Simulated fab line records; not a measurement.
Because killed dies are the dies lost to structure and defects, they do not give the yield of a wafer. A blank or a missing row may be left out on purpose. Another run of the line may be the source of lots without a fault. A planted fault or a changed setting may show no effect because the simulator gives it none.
Which tool did it? ; flow nand-harc ; 24 lots with 72 wafers sampled at 3 steps, on a route of 1302 steps

WHAT THE GAUGES SHOWED, per wafer
NHARC_A_CONTACT_OVL_MEAS_43.
lot;measured;on;overlay-x-nm (nm);overlay-y-nm (nm)
L074;day 20 23:27;overlay-02;0.1 0.1 0.0;-0.4 -0.6 -0.5
L075;day 21 20:44;overlay-02;-1.3 -1.1 -0.5;-1.4 -1.1 -0.8
L076;day 22 01:43;overlay-02;0.9 0.8 0.9;-0.7 -0.1 -0.5
L078;day 22 07:33;overlay-01;-0.1 0.2 -0.1;0.8 0.9 0.6
L077;day 23 02:22;overlay-02;-1.7 -1.7 -1.9;0.0 -0.5 -0.4
L080;day 23 15:35;overlay-01;0.6 0.9 0.7;-0.2 0.1 -0.1
L079;day 23 22:18;overlay-01;-1.1 -0.3 -0.3;-0.9 -0.8 -1.5
L081;day 24 07:07;overlay-01;0.3 0.0 0.4;-0.9 -0.1 -0.5
L082;day 24 17:20;overlay-02;-1.3 -0.9 -1.6;0.6 0.7 1.0
L084;day 25 05:57;overlay-01;0.1 0.1 0.0;0.0 -0.2 -0.4
L083;day 25 13:55;overlay-01;-0.1 -0.2 -0.7;0.4 0.1 0.7
L086;day 25 21:25;overlay-01;0.5 0.0 -0.2;-0.4 -0.6 -0.2
L085;day 25 21:46;overlay-02;-0.5 -1.3 0.2;1.4 1.2 1.5
L088;day 27 00:04;overlay-01;0.0 0.0 -0.1;-0.7 -1.0 -0.2
L089;day 26 23:55;overlay-02;0.0 -0.1 0.2;-0.8 -0.9 -1.2
L087;day 27 04:01;overlay-02;-0.1 0.1 0.5;0.4 1.0 0.2
L090;day 27 17:16;overlay-01;-0.8 -0.7 -0.6;0.0 0.3 0.0
L091;day 27 17:29;overlay-02;0.3 0.5 0.6;0.7 0.4 0.5
L093;day 29 13:00;overlay-02;0.3 -0.5 0.0;1.0 0.4 0.3
L092;day 29 12:48;overlay-01;0.4 0.1 0.4;-1.1 -0.4 -1.2
L094;day 29 19:39;overlay-02;-1.5 -1.3 -1.2;0.5 0.5 0.6
L095;day 30 00:53;overlay-02;0.5 0.3 0.5;0.0 0.4 -0.1
L096;day 30 10:00;overlay-02;-0.5 0.3 0.3;1.5 1.9 1.5
L097;day 30 21:04;overlay-02;0.1 1.5 0.9;-0.7 -0.2 -1.0

EACH LOT AND THE TOOL THAT RAN IT (in order: tool; ch and the chambers of the sampled wafers; start)
lot;NHARC_A_WL_FILL_ETCHBACK_17;NHARC_A_CONTACT_DEP_29
L074;rie-metal-02 ch 0, day 20 10:43;pecvd-03 ch 0,1, day 20 22:48
L075;rie-metal-01 ch 0,1, day 21 01:52;pecvd-02 ch 0,1, day 21 20:04
L076;rie-metal-03 ch 0,1, day 21 13:00;pecvd-03 ch 0,1, day 22 01:01
L078;rie-metal-02 ch 0,1, day 21 19:28;pecvd-02 ch 0,2, day 22 06:44
L077;rie-metal-02 ch 0,1, day 22 13:33;pecvd-01 ch 0,1, day 23 01:35
L080;rie-metal-03 ch 0, day 23 03:30;pecvd-01 ch 0,1,2, day 23 14:46
L079;rie-metal-03 ch 0,1, day 23 10:13;pecvd-01 ch 0,1,2, day 23 21:31
L081;rie-metal-01 ch 0,1, day 23 19:08;pecvd-01 ch 0,1,2, day 24 06:25
L082;rie-metal-03 ch 0,1, day 24 04:21;pecvd-01 ch 1,2, day 24 16:42
L084;rie-metal-01 ch 0,1, day 24 17:01;pecvd-03 ch 0,1, day 25 05:17
L083;rie-metal-02 ch 0,1, day 24 22:32;pecvd-02 ch 0,1, day 25 13:07
L086;rie-metal-01 ch 0,1, day 25 09:21;pecvd-03 ch 0,1,2, day 25 20:36
L085;rie-metal-03 ch 0,1, day 25 09:59;pecvd-01 ch 0,1,2, day 25 20:58
L088;rie-metal-03 ch 0,1, day 26 11:14;pecvd-01 ch 0,1,2, day 26 23:11
L089;rie-metal-02 ch 0,1, day 26 11:17;pecvd-03 ch 0,2, day 26 23:07
L087;rie-metal-01 ch 0,1, day 26 14:13;pecvd-01 ch 1,2, day 27 03:22
L090;rie-metal-02 ch 0,1, day 27 01:37;pecvd-02 ch 0,2, day 27 16:35
L091;rie-metal-01 ch 0,1, day 27 01:37;pecvd-01 ch 0,1,2, day 27 16:42
L093;rie-metal-01 ch 0,1, day 29 00:53;pecvd-02 ch 0,1,2, day 29 12:13
L092;rie-metal-03 ch 0,1, day 29 00:57;pecvd-03 ch 0,2, day 29 12:07
L094;rie-metal-01 ch 0,1, day 29 06:56;pecvd-01 ch 0,2, day 29 18:50
L095;rie-metal-02 ch 0,1, day 29 12:52;pecvd-01 ch 0,2, day 30 00:10
L096;rie-metal-03 ch 0,1, day 29 20:57;pecvd-02 ch 0,1,2, day 30 09:22
L097;rie-metal-01 ch 0,1, day 30 05:25;pecvd-03 ch 0,2, day 30 20:23
- NHARC_A_WL_FILL_ETCHBACK_17: etches the open film in Cl2/BCl3, target depth 4 nm, time 26.7 s.
- NHARC_A_CONTACT_DEP_29: deposits SiON, target thk 100 nm.

WHAT THE TOOLS THEMSELVES READ (means of the sampled wafers that have a number; where no wafer has one, the mark that the record gives instead)
NHARC_A_WL_FILL_ETCHBACK_17.
lot;tool;drypump-motor-current-A (A);oes-product-au (a.u.)
L074;rie-metal-02;6.6;1.017
L075;rie-metal-01;5.7;0.994
L076;rie-metal-03;5.1;1.010
L078;rie-metal-02;6.3;0.999
L077;rie-metal-02;6.0;0.990
L080;rie-metal-03;5.1;1.015
L079;rie-metal-03;5.1;0.992
L081;rie-metal-01;5.7;0.995
L082;rie-metal-03;5.1;1.009
L084;rie-metal-01;5.7;0.994
L083;rie-metal-02;6.0;0.992
L086;rie-metal-01;5.7;0.983
L085;rie-metal-03;5.1;1.003
L088;rie-metal-03;5.2;1.003
L089;rie-metal-02;6.3;0.998
L087;rie-metal-01;5.7;0.973
L090;rie-metal-02;6.0;0.996
L091;rie-metal-01;5.6;0.968
L093;rie-metal-01;5.7;0.975
L092;rie-metal-03;5.1;1.009
L094;rie-metal-01;5.7;0.975
L095;rie-metal-02;6.3;0.995
L096;rie-metal-03;5.1;1.016
L097;rie-metal-01;5.7;0.983

NHARC_A_CONTACT_DEP_29.
lot;tool;heater-power-w (W)
L074;pecvd-03;713
L075;pecvd-02;770
L076;pecvd-03;656
L078;pecvd-02;682
L077;pecvd-01;692
L080;pecvd-01;745
L079;pecvd-01;707
L081;pecvd-01;668
L082;pecvd-01;755
L084;pecvd-03;756
L083;pecvd-02;789
L086;pecvd-03;736
L085;pecvd-01;713
L088;pecvd-01;654
L089;pecvd-03;777
L087;pecvd-01;721
L090;pecvd-02;640
L091;pecvd-01;672
L093;pecvd-02;701
L092;pecvd-03;872
L094;pecvd-01;713
L095;pecvd-01;635
L096;pecvd-02;696
L097;pecvd-03;903

THE ANSWER, worked out from the rows above alone
Rule: what is usual is taken from the lots themselves. Put in order of their means at a reading, lots are off if they are a third of the lots or fewer, leave a main group of 4 or more, and stand apart from it by a gap of 3 or more times the standard deviation of the main group's means; of several such gaps the widest counts. Not used: any main group whose means are identical at the precision the tables above print for the reading. A lot without any number at a reading at which 4 lots or more have one is off too. Any other lot the step has rows for is counted as sound. The gauges are gone through in route order, then the tools' own readings, and for those a lot's mean is taken as printed above. The first step at which some lot is off is used, and at that step the reading that is off furthest; a lot without a number counts as furthest.
None of the lots is off at any reading shown; this tells nothing.

WHAT HAD BEEN PUT IN BY THE SIMULATOR
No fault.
